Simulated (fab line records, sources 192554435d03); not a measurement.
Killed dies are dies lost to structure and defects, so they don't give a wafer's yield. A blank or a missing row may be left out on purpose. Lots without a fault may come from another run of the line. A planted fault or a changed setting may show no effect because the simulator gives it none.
fab line records | flow n5_finfet
record lots=4 wafers=12 last_day=15
route steps=1938 shown BEOL_M8@1332 BEOL_M15@1830 PASSIVATION@1936
lots that met no fault: from a run of the same line without faults
start_h: hours from the record's first day to the start of the lot's first wafer shown | wait_h: hours since the lot's step before | " the same as in the row above | L1.1+2: a row that stands for several wafers | - no value, or no start given | * or withheld: withheld | < > ~ a bound
route shown NAME@n: a module of which the file shows steps, and the number in the route of the first | usual: mean/standard deviation of fault-free wafers | same: alike in all rows | chamber/n: place in a boat | sites: the reading at each site | _std_site: their standard deviation | _edge_site: outer sites' mean less inner sites' | radius_mm: how far each site lies from the wafer's centre | mask NAME#n: copy n | behind: the tool/chamber that last shaped the wafer | hold: why the lot was held/for how many hours/how that ended | device: the transistor (n, p or np) that didn't switch | end of line: the same wafers' tests at the end of the route | a step without rows: its recipe alone | killed: dies lost to structure and defects at the first sort, not the wafer's yield | map: a wafer's dies, x killed, . not, _ none there
set.NAME: the setting as run; set.NAME@STEP: as run at that earlier step | model.NAME: the simulator's own value behind a step, which no gauge read
lots at some steps of the route; a table a step, a row a wafer
services: from which hour (start_h, from the record's first day; less than 0 if before it) a tool's chamber was out of use, for how many hours, and why
## steps
# step N5_BEOL_M8_ILD_DEP_00
# recipe material=SiCOH_lowk target_thk_a=1797.5 temp_c=300 precursor=DEMS/porogen pressure_torr=5 rf_w=500 time_s=33.4
# step N5_BEOL_M8_CURE_74
# recipe temp_c=385 time_s=240 ambient=He/Ar material=SiCOH_lowk
# step N5_BEOL_M8_PECVD_70
# recipe material=SiO2 target_thk_a=200 temp_c=400 precursor=TEOS/O2 pressure_torr=5.5 rf_w=450 teos_flow_sccm=53.8 gas=O2 flow_sccm=3000 time_s=22.7
# step N5_BEOL_M8_HM_DEP_02
# recipe material=TiN target_thk_a=200 temp_c=25 chamber_pressure_pa=0.49996
# step N5_BEOL_M8_COAT_59
# recipe resist=SOC temp_c=250 time_s=60 spin_rpm=1500 resist_thk_nm=100
# step N5_BEOL_M8_COAT_60
# recipe resist=SiARC temp_c=220 time_s=60 spin_rpm=1500 resist_thk_nm=35
# step N5_BEOL_M8_COAT_05
# recipe resist=CAR-ArF spin_rpm=1500 resist_thk_nm=90
# step N5_BEOL_M8_EBR_07
# recipe solvent=PGMEA ebr_width_mm=1.5
# step N5_BEOL_M8_SOFTBAKE_06
# recipe temp_c=110 time_s=60 resist=CAR-ArF
# step N5_BEOL_M8_EXPOSE_08
# recipe mask_id=M8 na=1.35 source_shape=dipole sigma_inner=0.817 sigma_outer=0.97 polarization=te dose_mj=68.25
# usual exposure_dose_mJ_cm2=68.22/0.068 reticle_temp_C=23.00/0.1
# columns lot.wafer tool chamber start_h wait_h mask exposure_dose_mJ_cm2 reticle_temp_C
L161.1 arfi_scanner-01 0 208.96 - M8#0 68.23 22.97
L161.4 " 0 " " M8#0 68.20 22.95
L161.6 " 0 " " M8#0 68.24 22.93
L167.1 arfi_scanner-01 0 233.85 - M8#0 75.73 22.91
L167.3 " 0 " " M8#0 75.87 22.93
L167.6 " 0 " " M8#0 75.82 23.00
L170.1 arfi_scanner-01 0 256.21 - M8#0 74.36 22.93
L170.5 " 0 " " M8#0 74.38 22.92
L170.6 " 0 " " M8#0 74.37 23.00
L173.1 arfi_scanner-02 0 276.23 - M8#0 68.26 22.92
L173.4 " 0 " " M8#0 68.07 22.95
L173.6 " 0 " " M8#0 68.20 23.06
# step N5_BEOL_M8_PEB_09
# recipe peb_temp_c=withheld peb_time_s=60 resist=CAR-ArF
# step N5_BEOL_M8_DEVELOP_10
# recipe develop_time_s=30 developer=TMAH resist=CAR-ArF rinse_liquid=diw dry=air_spin dev_temp_c=23
# step N5_BEOL_M8_CD_MEAS_11
# recipe target_cd_nm=38.5 landing_energy_ev=500 detector=se_inlens polarity=opening
# usual cd_nm=38.4/0.77
# columns lot.wafer tool chamber start_h wait_h cd_nm
L161.1 cd_sem-03 0 209.09 - 38.3
L161.4 " 0 " " 39.2
L161.6 " 0 " " 38.7
L167.1 cd_sem-03 0 233.98 - 42.6
L167.3 " 0 " " 43.5
L167.6 " 0 " " 43.5
L170.1 cd_sem-03 0 256.34 - 43.0
L170.5 " 0 " " 41.8
L170.6 " 0 " " 42.4
L173.1 cd_sem-01 0 276.36 - 39.0
L173.4 " 0 " " 39.3
L173.6 " 0 " " 38.8
# step N5_BEOL_M8_DESCUM_16
# recipe chemistry=O2 time_s=7.9 source_power_w=50 bias_power_w=20 pressure_mtorr=20 rf_frequency_hz=2.712e+07 temp_c=40 resist=CAR-ArF o2_flow_sccm=225
# step N5_BEOL_M8_ETCH_61
# recipe chemistry=CF4 target=SiARC target_depth_a=455 mask_material=CAR-ArF time_s=75.8 ion_energy_ev=80 pressure_mtorr=40 source_w=545 bias_w=36 Ar_flow_sccm=100 cf4_flow_sccm=100 ends=cleared
# usual drypump_motor_current_A=5.66/0.29 etch_rf_on_time_s=75.8/1.8 oes_product_au=0.66/0.067 rf_vpp_V=184.1/1.3 showerhead_plenum_p_Torr=2.14/0.089 throttle_valve_pct=15.68/0.18
# columns lot.wafer tool chamber start_h wait_h drypump_motor_current_A etch_rf_on_time_s oes_product_au rf_hours_counter_h rf_vpp_V showerhead_plenum_p_Torr throttle_valve_pct model.BEOL_M8.cd_offset_nm
L161.1 rie_diel-05 3 209.38 0.0 5.78 76.2 0.70 84 185.3 2.25 15.41 -0.4
L161.4 " 2 " " 5.61 75.4 0.65 152 183.7 2.03 15.67 0.6
L161.6 " 0 " " 6.32 77.9 0.58 - 184.8 2.20 15.82 -0.2
L167.1 rie_diel-02 2 235.74 0.0 5.36 77.7 0.66 102 182.3 2.08 15.61 4
L167.3 " 3 " " 5.43 74.6 0.62 212 184.2 2.13 15.96 5.2
L167.6 " 0 " " 5.82 77.0 0.60 - 183.3 2.01 15.69 4.8
L170.1 rie_diel-02 2 256.46 0.0 5.35 77.3 0.65 111 182.8 2.08 15.62 4.8
L170.5 " 0 " " 5.80 76.1 0.60 - 183.4 2.01 15.72 3.4
L170.6 " 1 " " 5.68 77.5 0.75 - 185.0 2.27 15.51 4
L173.1 rie_diel-01 2 276.48 0.0 6.00 69.9 0.82 17 184.0 2.28 15.39 0.6
L173.4 " 1 " " 5.76 76.0 0.58 225 185.1 2.21 15.82 0.8
L173.6 " 2 " " 6.04 69.9 0.82 - 185.3 2.28 15.37 0.6
# step N5_BEOL_M8_ETCH_62
# recipe chemistry=N2/H2 target=SOC target_depth_a=1100 overetch_a=220 mask_material=SiARC temp_c=40 time_s=165 ion_energy_ev=200 pressure_mtorr=30 source_w=840 bias_w=150 n2_flow_sccm=200 h2_flow_sccm=200
# step N5_BEOL_M8_STRIP_68
# recipe chemistry=N2/H2 temp_c=40 n2_flow_sccm=200 h2_flow_sccm=200 rf_frequency_hz=6e+07
# step N5_BEOL_M8_STRIP_67
# recipe chemistry=CF4 resist=SiARC power_w=300 bias_power_w=75 pressure_mtorr=50 cf4_flow_sccm=150 rf_frequency_hz=6e+07
# step N5_BEOL_M8_HM_OPEN_17
# recipe chemistry=Cl2/BCl3 target_depth_a=200 overetch_a=60 target=TiN mask_material=SOC ion_energy_ev=150 pressure_mtorr=10 icp_w=1000 bias_w=126 Cl2_flow_sccm=53.25 bcl3_flow_sccm=21.75 Ar_flow_sccm=25
# step N5_BEOL_M8_STRIP_19
# recipe chemistry=O2 power_w=400 temp_c=40 pressure_mtorr=30 rf_frequency_hz=6e+07 bias_power_w=0 overash_fraction=0.2 o2_flow_sccm=225
# step N5_BEOL_M8_CD_MEAS_18
# recipe pitch_nm=80 target_cd_nm=40
# usual cd_nm=39.9/0.83
# columns lot.wafer tool chamber start_h wait_h cd_nm
L161.1 cd_sem-02 - 209.81 0.0 39.9
L161.4 " - " " 40.9
L161.6 " - " " 39.0
L167.1 cd_sem-02 - 236.19 0.0 43.4
L167.3 " - " " 45.1
L167.6 " - " " 45.3
L170.1 cd_sem-03 - 256.88 0.0 44.2
L170.5 " - " " 43.6
L170.6 " - " " 44.0
L173.1 cd_sem-03 - 276.91 0.0 40.5
L173.4 " - " " 40.9
L173.6 " - " " 41.0
# step N5_BEOL_M8_COAT_63
# recipe resist=SOC temp_c=250 time_s=60 spin_rpm=1500 resist_thk_nm=60
# step N5_BEOL_M8_COAT_64
# recipe resist=SiARC temp_c=220 time_s=60 spin_rpm=1500 resist_thk_nm=12
# step N5_BEOL_M8_COAT_71
# recipe resist=underlayer temp_c=205 time_s=60 spin_rpm=1500 resist_thk_nm=5
# step N5_BEOL_M8_COAT_22
# recipe resist=CAR-EUV spin_rpm=1500 resist_thk_nm=30
# step N5_BEOL_M8_EBR_24
# recipe solvent=PGMEA ebr_width_mm=1.5
# step N5_BEOL_M8_SOFTBAKE_23
# recipe temp_c=110 time_s=60 resist=CAR-EUV
# step N5_BEOL_M8_EXPOSE_25
# recipe mask_id=V7 na=0.33 source_shape=annular sigma_inner=0.4 sigma_outer=0.8 polarization=unpolarized target_cd_nm=40 dose_mj=42.5
# step N5_BEOL_M8_PEB_26
# recipe peb_temp_c=100 peb_time_s=60 resist=CAR-EUV
# step N5_BEOL_M8_DEVELOP_27
# recipe develop_time_s=30 developer=TMAH resist=CAR-EUV rinse_liquid=surfactant_rinse dry=air_spin dev_temp_c=23
# step N5_BEOL_M8_DESCUM_33
# recipe chemistry=O2 time_s=7 source_power_w=50 bias_power_w=20 pressure_mtorr=20 rf_frequency_hz=2.712e+07 temp_c=40 resist=CAR-EUV o2_flow_sccm=225
# step N5_BEOL_M8_ETCH_72
# recipe chemistry=N2/H2 target=underlayer target_depth_a=65 mask_material=CAR-EUV time_s=5.2 ion_energy_ev=200 pressure_mtorr=30 source_w=840 bias_w=150 n2_flow_sccm=200 h2_flow_sccm=200 ends=cleared
# step N5_BEOL_M8_ETCH_65
# recipe chemistry=CF4 target=SiARC target_depth_a=156 mask_material=CAR-EUV time_s=26 ion_energy_ev=80 pressure_mtorr=40 source_w=545 bias_w=36 Ar_flow_sccm=100 cf4_flow_sccm=100 ends=cleared
# step N5_BEOL_M8_ETCH_66
# recipe chemistry=N2/H2 target=SOC target_depth_a=800 overetch_a=160 mask_material=SiARC temp_c=40 time_s=120 ion_energy_ev=200 pressure_mtorr=30 source_w=840 bias_w=150 n2_flow_sccm=200 h2_flow_sccm=200
# step N5_BEOL_M15_RC_MEAS_101
# usual COMB_M10=1.47e-11/2.9e-12 COMB_M11=1.46e-11/2.8e-12 COMB_M12=6.8e-12/1.3e-12 COMB_M13=5.6e-12/1.3e-12 COMB_M14=4.1e-12/8.5e-13 COMB_M15=3e-12/5.5e-13 COMB_M5=3.7e-11/8.7e-12 COMB_M6=2.6e-11/4.9e-12 COMB_M7=2.5e-11/4.5e-12 COMB_M8=2.5e-11/4.3e-12 COMB_M8_max_site=3.6e-11/7e-12 COMB_M9=1.45e-11/2.8e-12 SERP_M10=3.07/0.11 SERP_M11=3.03/0.12 SERP_M12=0.639/0.023 SERP_M12_max_site=0.652/0.025 SERP_M13=0.311/0.008 SERP_M14=0.157/0.0064 SERP_M5=38.4/1.6 SERP_M6=13.6/0.68 SERP_M7=13.8/0.64 SERP_M8=14.0/0.65 SERP_M8_max_site=14.5/0.68 SERP_M9=3.05/0.087
# columns lot.wafer tool chamber start_h wait_h COMB_M10[S/m] COMB_M11[S/m] COMB_M12[S/m] COMB_M13[S/m] COMB_M14[S/m] COMB_M15[S/m] COMB_M5[S/m] COMB_M6[S/m] COMB_M7[S/m] COMB_M8[S/m] COMB_M8_max_site[S/m] COMB_M9[S/m] SERP_M10[ohm/um] SERP_M11[ohm/um] SERP_M12[ohm/um] SERP_M12_max_site[ohm/um] SERP_M13[ohm/um] SERP_M14[ohm/um] SERP_M5[ohm/um] SERP_M6[ohm/um] SERP_M7[ohm/um] SERP_M8[ohm/um] SERP_M8_max_site[ohm/um] SERP_M9[ohm/um]
L161.1 prober-01 0 260.41 0.0 1.3e-11 1.41e-11 7e-12 3.6e-12 2.5e-12 2.4e-12 4e-11 2.6e-11 2.3e-11 2.2e-11 3.1e-11 1.77e-11 3.14 2.90 0.626 0.640 0.319 0.152 39.0 13.9 13.5 14.4 15.1 3.14
L161.4 " 0 " " 1.17e-11 1.15e-11 6e-12 5.3e-12 2.9e-12 2.4e-12 3.9e-11 2.9e-11 2.3e-11 1.9e-11 2.6e-11 1.41e-11 3.17 3.01 0.616 0.640 0.312 0.162 37.6 13.1 14.5 12.8 14.0 3.04
L161.6 " 0 " " 1.21e-11 1.02e-11 6.3e-12 4.9e-12 2.9e-12 2.5e-12 3.4e-11 1.9e-11 3e-11 2e-11 3.5e-11 8.9e-12 3.13 3.11 0.638 0.648 0.313 0.141 36.8 14.0 14.3 14.3 15.5 3.20
L167.1 prober-02 0 291.77 0.0 1.51e-11 1.26e-11 7.6e-12 4.1e-12 4.7e-12 2.1e-12 2.9e-11 2.2e-11 2.2e-11 1.9e-11 3e-11 2.1e-11 3.10 2.89 0.606 0.616 0.324 0.160 38.6 14.1 13.3 12.3 12.6 3.04
L167.3 " 0 " " 1.14e-11 1.36e-11 6.3e-12 4.1e-12 3.8e-12 3.1e-12 3.3e-11 3.7e-11 2.5e-11 2.9e-11 4e-11 1.54e-11 3.12 2.88 0.613 0.628 0.316 0.157 39.5 12.7 13.4 11.7 12.0 3.16
L167.6 " 0 " " 1.52e-11 8.9e-12 7.6e-12 1e-11 5e-12 2.1e-12 4.5e-11 2.9e-11 2.8e-11 2.6e-11 3.2e-11 1.41e-11 3.11 2.96 0.615 0.625 0.311 0.164 39.8 12.9 12.5 12.1 12.2 3.09
L170.1 prober-01 0 308.49 0.0 1.14e-11 1.77e-11 7.2e-12 6.3e-12 6e-12 2.7e-12 5.1e-11 2.3e-11 2.5e-11 2e-11 3.1e-11 1.12e-11 2.86 2.94 0.637 0.647 0.299 0.160 40.3 13.5 12.9 12.1 12.7 3.20
L170.5 " 0 " " 1.08e-11 1.57e-11 6.5e-12 5.2e-12 4.5e-12 2.2e-12 4e-11 2.4e-11 2.5e-11 2.9e-11 3.8e-11 1.68e-11 2.81 2.91 0.690 0.703 0.307 0.148 41.0 13.9 15.5 11.9 12.1 2.94
L170.6 " 0 " " 1.03e-11 1.44e-11 8.1e-12 7.7e-12 5.1e-12 2.2e-12 4.4e-11 2.7e-11 2e-11 2.1e-11 3.2e-11 1.17e-11 3.03 3.01 0.650 0.671 0.300 0.157 39.7 12.6 13.8 11.5 11.9 3.11
L173.1 prober-02 0 334.98 0.0 1.72e-11 1.53e-11 7.9e-12 8.8e-12 5.4e-12 2.7e-12 2.8e-11 3e-11 3.1e-11 2.2e-11 2.9e-11 8.7e-12 2.87 3.08 0.613 0.627 0.302 0.159 37.3 14.1 13.5 12.9 13.3 3.03
L173.4 " 0 " " 1.83e-11 1.1e-11 8.2e-12 5.5e-12 3.9e-12 3e-12 2.2e-11 2.8e-11 2e-11 2.3e-11 2.8e-11 1.1e-11 3.07 3.22 0.641 0.661 0.309 0.156 38.7 13.7 13.7 13.8 14.3 2.96
L173.6 " 0 " " 1.32e-11 1.68e-11 8.3e-12 4.8e-12 4.9e-12 3.3e-12 3.5e-11 2.1e-11 2e-11 2e-11 2.9e-11 1.18e-11 2.97 3.06 0.618 0.625 0.308 0.160 36.1 12.8 13.6 13.5 14.1 2.92
# sites SERP_M8 radius_mm=0,75,75,75,75,140,140,140,140
L161.1 14.2 14.4 14.1 14.2 14.0 15.1 14.8 15.0 15.1
L167.1 12.6 12.3 12.2 12.3 12.6 11.9 12.2 12.0 12.3
L170.1 12.7 12.1 12.3 12.3 12.5 11.3 11.7 11.5 11.7
L173.1 13.3 13.3 13.0 13.2 12.9 12.3 11.9 12.1 11.9
# step N5_PASSIVATION_PROBE_49
# usual defect_limited_yield=91.0/1.4 killed_at_M0_to_M3=36/11 killed_at_M4_up=13/5.4 killed_at_contacts=12/6.4 killed_at_front_end=41/13 killed_at_other=2.9/2.3 killed_dies=106/17 killed_on_rim=14/3.9 killed_open=70/12 killed_short=34/8.4 sort_bin_5_function=5.2/1 sort_bin_6_memory=3.4/0.63 sort_bin_8_speed=0.1/0.49 sort_n_pass=1074/18 sort_yield_pct=91.0/1.6
# same gross_dies=1180 killed_at_back_side=0 sort_bin_4_leakage[%]=0
# columns lot.wafer tool chamber start_h wait_h defect_limited_yield[%] killed_at_M0_to_M3 killed_at_M4_up killed_at_contacts killed_at_front_end killed_at_other killed_dies killed_on_rim killed_open killed_short sort_bin_5_function[%] sort_bin_6_memory[%] sort_bin_8_speed[%] sort_n_pass sort_yield_pct[%]
L161.1 prober-02 - 275.15 0.0 92.3 27 11 15 34 4 91 11 69 22 4.7 3.0 0 1089 92.3
L161.4 prober-02 - 275.30 0.2 93.8 20 13 11 28 1 73 9 52 21 3.4 2.7 0 1107 93.8
L161.6 prober-02 - 275.40 0.3 91.9 38 10 17 30 1 96 13 69 26 5.1 2.8 0 1084 91.9
L167.1 prober-01 - 306.28 0.0 90.8 39 21 16 28 4 108 18 76 27 5.8 2.7 0.7 1064 90.2
L167.3 prober-01 - 306.38 0.1 85.5 30 92 12 36 1 171 52 60 28 5.3 2.5 0 1009 85.5
L167.6 prober-01 - 306.53 0.3 82.2 37 120 24 25 4 210 65 70 32 4.7 3.8 0.2 968 82.0
L170.1 prober-01 - 323.68 0.0 86.4 48 52 15 43 2 160 43 90 38 6.0 4.2 0 1020 86.4
L170.5 prober-01 - 323.88 0.2 92.1 32 19 12 28 2 93 15 55 31 4.3 2.3 0 1087 92.1
L170.6 prober-01 - 323.93 0.3 90.6 21 37 9 39 5 111 17 66 33 5.8 2.2 0 1069 90.6
L173.1 prober-01 - 347.99 0.0 90.2 48 12 6 48 2 116 15 77 35 5.9 3.5 0 1064 90.2
L173.4 prober-01 - 348.14 0.2 90.3 44 18 10 43 0 115 15 73 39 5.6 3.9 0 1065 90.3
L173.6 prober-01 - 348.24 0.3 90.1 48 17 10 41 1 117 12 73 42 6.0 3.4 0 1063 90.1
# killed by level:class
L161.1 STI_FIN_REVEAL:geometric_particle:open=13 MOL_CONTACT_COAG:geometric_particle:open=12 BEOL_M2:geometric_particle:open=7 FIN_SAQP:geometric_particle:open=5 BEOL_M0_SAQP:geometric_particle:short=5 BEOL_M1:geometric_particle:open=4 BEOL_M0_SAQP:geometric_particle:open=4 BEOL_M3:geometric_particle:open=4
L161.4 MOL_CONTACT_COAG:geometric_particle:open=9 STI_FIN_REVEAL:geometric_particle:open=8 BEOL_M2:geometric_particle:open=8 GATE_CUT:geometric_particle:short=5 BEOL_M0_SAQP:geometric_particle:open=5 FIN_SAQP:geometric_particle:short=4 BEOL_M4:geometric_particle:open=4 BEOL_M5:geometric_particle:open=4
L161.6 MOL_CONTACT_COAG:geometric_particle:open=15 BEOL_M0_SAQP:geometric_particle:open=8 BEOL_M0_SAQP:geometric_particle:short=8 BEOL_M3:geometric_particle:open=8 BEOL_M4:geometric_particle:open=6 BEOL_M1:geometric_particle:open=6 FIN_SAQP:geometric_particle:open=5 DUMMY_GATE:geometric_particle:open=5
L167.1 MOL_CONTACT_COAG:geometric_particle:open=12 BEOL_M0:geometric_particle:open=9 BEOL_M4:geometric_particle:open=8 FIN_SAQP:geometric_particle:open=7 BEOL_M3:geometric_particle:open=7 BEOL_M0_SAQP:geometric_particle:short=7 BEOL_M0_SAQP:geometric_particle:open=6 STI_FIN_REVEAL:geometric_particle:open=5
L167.3 BEOL_M8:area_expose=80 FIN_SAQP:geometric_particle:open=11 BEOL_M2:geometric_particle:open=8 MOL_CONTACT_COAG:geometric_particle:open=7 GATE_CUT:geometric_particle:short=6 BEOL_M0_SAQP:geometric_particle:short=6 BEOL_M4:geometric_particle:open=6 BEOL_M3:geometric_particle:open=6
L167.6 BEOL_M8:area_expose=108 MOL_CONTACT_COAG:geometric_particle:open=18 BEOL_M0_SAQP:geometric_particle:short=10 BEOL_M2:geometric_particle:open=8 BEOL_M4:geometric_particle:open=8 BEOL_M3:geometric_particle:open=7 MOL_CONTACT_COAG:geometric_particle:short=6 BEOL_M1:geometric_particle:open=6
L170.1 BEOL_M8:area_expose=32 MOL_CONTACT_COAG:geometric_particle:open=13 BEOL_M4:geometric_particle:open=11 BEOL_M3:geometric_particle:open=11 FIN_SAQP:geometric_particle:open=9 BEOL_M1:geometric_particle:open=8 BEOL_M0_SAQP:geometric_particle:open=6 BEOL_M0:geometric_particle:open=6
L170.5 MOL_CONTACT_COAG:geometric_particle:open=11 FIN_SAQP:geometric_particle:short=9 BEOL_M3:geometric_particle:open=8 BEOL_M4:geometric_particle:open=7 BEOL_M8:area_expose=7 BEOL_M0:geometric_particle:open=6 BEOL_M0_SAQP:geometric_particle:short=5 BEOL_M0:geometric_particle:short=5
L170.6 STI_FIN_REVEAL:geometric_particle:open=12 BEOL_M4:geometric_particle:open=12 BEOL_M8:area_expose=10 MOL_CONTACT_COAG:geometric_particle:open=7 BEOL_M1:geometric_particle:open=5 STARTING-WAFER:geometric_particle:open=5 BEOL_M3:geometric_particle:open=5 BEOL_M4:geometric_particle:short=5
L173.1 FIN_SAQP:geometric_particle:open=13 BEOL_M0_SAQP:geometric_particle:open=11 BEOL_M2:geometric_particle:open=11 GATE_CUT:geometric_particle:short=8 BEOL_M1:geometric_particle:open=8 GATE_CUT:geometric_particle:open=7 BEOL_M1:geometric_particle:short=6 BEOL_M0_SAQP:geometric_particle:short=5
L173.4 BEOL_M0_SAQP:geometric_particle:short=13 BEOL_M0_SAQP:geometric_particle:open=11 FIN_SAQP:geometric_particle:open=10 FIN_SAQP:geometric_particle:short=9 MOL_CONTACT_COAG:geometric_particle:open=9 BEOL_M4:geometric_particle:open=7 STARTING-WAFER:geometric_particle:open=6 BEOL_M5:geometric_particle:open=6
L173.6 BEOL_M0_SAQP:geometric_particle:short=12 BEOL_M0_SAQP:geometric_particle:open=10 MOL_CONTACT_COAG:geometric_particle:open=9 FIN_SAQP:geometric_particle:open=8 BEOL_M1:geometric_particle:open=7 BEOL_M3:geometric_particle:open=7 BEOL_M2:geometric_particle:open=6 BEOL_M5:geometric_particle:short=6
# map L167.6 (x killed, . not)
_________________..x.....x.xx________________
______________...x...x......xxx._____________
___________.x....xx........x...x.x.__________
__________x.x.xxxx..x..x.....x....xx_________
________x....xx.....x..x....x.x...xx.x_______
_______...........................x..xx______
______.x........x......x.......x......xx_____
_____....x..........x...xx........x..x..x____
____......x.....x...............x......x.x___
___......xx....x...........xx.x.....x..x.xx__
___x.x................x...x....x.....x...xx__
__x.......................x.............xx.x_
__..x.....x......x....x.........x.x........._
_..............xx............x.......x.......
_....x............x...........x.........xx..x
_.......x.....x............x.........x.......
_x.x.........x.......x........x........x.xxxx
_........x...x.......x..............x....x..x
_.xx..........................x.x.......x.xxx
_....x............................x.........x
_xx.x............................x..x......xx
__.............................x...........x_
__.x.............................x........xx_
___.x.....x......x.........................__
___.......x................x......xx.x...x.__
____.x.................x........x...x.xxxx___
_____....x............x...x....x..xxx.x.x____
______............x..x......x.xx...xx..x_____
_______x...x.xxxx................x...xx______
________x.....x....x......x.........xx_______
__________...x........x.x.....x.xx.x_________
___________...xxxxx...........xx..x__________
______________..x......x.......x_____________
_________________x.....x...x.________________
# map L170.1 (x killed, . not)
_________________...x........________________
______________x...x.........x.x._____________
___________..x..x..x.........xx....__________
__________..........xx..xx..x.....xx_________
________.x................x.......x..._______
_______.....x..x..............xxx...x..______
______....xx..................x.......xx_____
_____x.........x..............xx.........____
____....x.........x.......x...........x...___
___.x..............x.................x....x__
___...x....x...xx.......x....x...........x.__
__.........x..xx....................xx....xx_
__........x..xx....x.................x....xx_
_.......x...............x................x..x
_x...........................x..........x.x.x
_.......................x......x...x.........
_x.............x.x.................x..x.....x
_...x...................x.....x..............
_.............x.............x......x.......xx
_.....x....x..............................x.x
_..............x.........x.....xx...........x
__.........x..........x.......xx............_
__x..............x.......xx................._
___...x......x.x.....................x.x..x__
___............xx....xxx.x.x.x....x.....x.x__
____......................................___
_____.....xxx......x.x..............x....____
______.........x........x........xx.x.xx_____
_______xxx...............x..........x.x______
________x.........x.x........x.....xx._______
__________x........................x_________
___________.............x.......xx.__________
______________...x.x....x.....x._____________
_________________.....x.....x________________
## services
# columns tool chamber start_h hours kind
arfi_scanner-02 - 193.51 1.0 pm
rie_diel-01 0 196.80 1.5 repair
rie_diel-01 2 198.84 3.8 repair
arfi_scanner-01 - 201.61 4.9 pm
arfi_scanner-02 0 210.65 - calibration
arfi_scanner-02 - 211.20 21.5 repair
arfi_scanner-01 0 211.86 - calibration
arfi_scanner-01 - 211.89 5.0 pm
rie_diel-01 2 218.70 - clean
rie_diel-01 2 218.70 - consumable_replace:focus_ring
rie_diel-01 2 218.70 - consumable_replace:showerhead
rie_diel-01 2 218.70 16.3 scheduled_down
rie_diel-01 2 218.70 16.3 vent_cycle
rie_diel-05 - 219.15 28.1 pm
arfi_scanner-01 - 221.64 0.8 pm
rie_diel-01 1 224.90 1.9 repair
arfi_scanner-02 - 232.71 0.8 pm
arfi_scanner-01 - 243.41 7.7 repair
arfi_scanner-01 - 252.80 1.3 pm
arfi_scanner-01 - 257.43 1.0 pm
rie_diel-01 - 260.12 2.1 repair
rie_diel-05 0 260.26 - clean
rie_diel-05 0 260.26 - consumable_replace:focus_ring
arfi_scanner-02 - 269.48 1.3 pm
## key
first_sign step=N5_BEOL_M8_EXPOSE_08 reading=exposure_dose_mJ_cm2 direction=up sigmas=99+ usual=68.22 struck=75.09
effect step=N5_BEOL_M8_CD_MEAS_11 reading=cd_nm direction=up sigmas=5.7 usual=38.4 struck=42.8 through=control_loop
effect step=N5_BEOL_M8_CD_MEAS_18 reading=cd_nm direction=up sigmas=5.3 usual=39.9 struck=44.3 through=control_loop
effect step=N5_BEOL_M15_RC_MEAS_101 reading=SERP_M8 direction=down sigmas=3.2 usual=14.0 struck=11.9
effect step=N5_PASSIVATION_PROBE_49 reading=killed_at_M4_up direction=up sigmas=8.2 usual=13 struck=57 wafers_moved=4
model_effect step=N5_BEOL_M8_ETCH_61 value=BEOL_M8.cd_offset_nm without=-0.5 struck=4.367
more_kills_born_at N5_BEOL_M8_EXPOSE_08@arfi_scanner-01=239
met_at N5_BEOL_M8_EXPOSE_08
struck_wafers L167.1,L167.3,L167.6,L170.1,L170.5,L170.6
loop_trim step=N5_BEOL_M8_EXPOSE_08 setting=dose lots=L170
onset_between 208.96 233.85
earlier_fault kind=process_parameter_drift tool=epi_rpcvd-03 chamber=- onset_h=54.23 steps=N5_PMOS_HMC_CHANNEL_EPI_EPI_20 channel=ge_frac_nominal offset=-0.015 shape=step stated=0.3
earlier_fault kind=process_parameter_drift tool=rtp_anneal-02 chamber=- onset_h=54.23 steps=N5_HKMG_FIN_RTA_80 channel=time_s offset=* shape=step acts_in=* stated=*
fault kind=process_parameter_drift tool=arfi_scanner-01 chamber=- onset_h=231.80 steps=N5_BEOL_M8_EXPOSE_08 channel=dose_mj offset=7.5954 shape=step acts_in=these_recipes_only stated=68.25
# loop_trim: a control loop set the setting to another value than it would have without faults
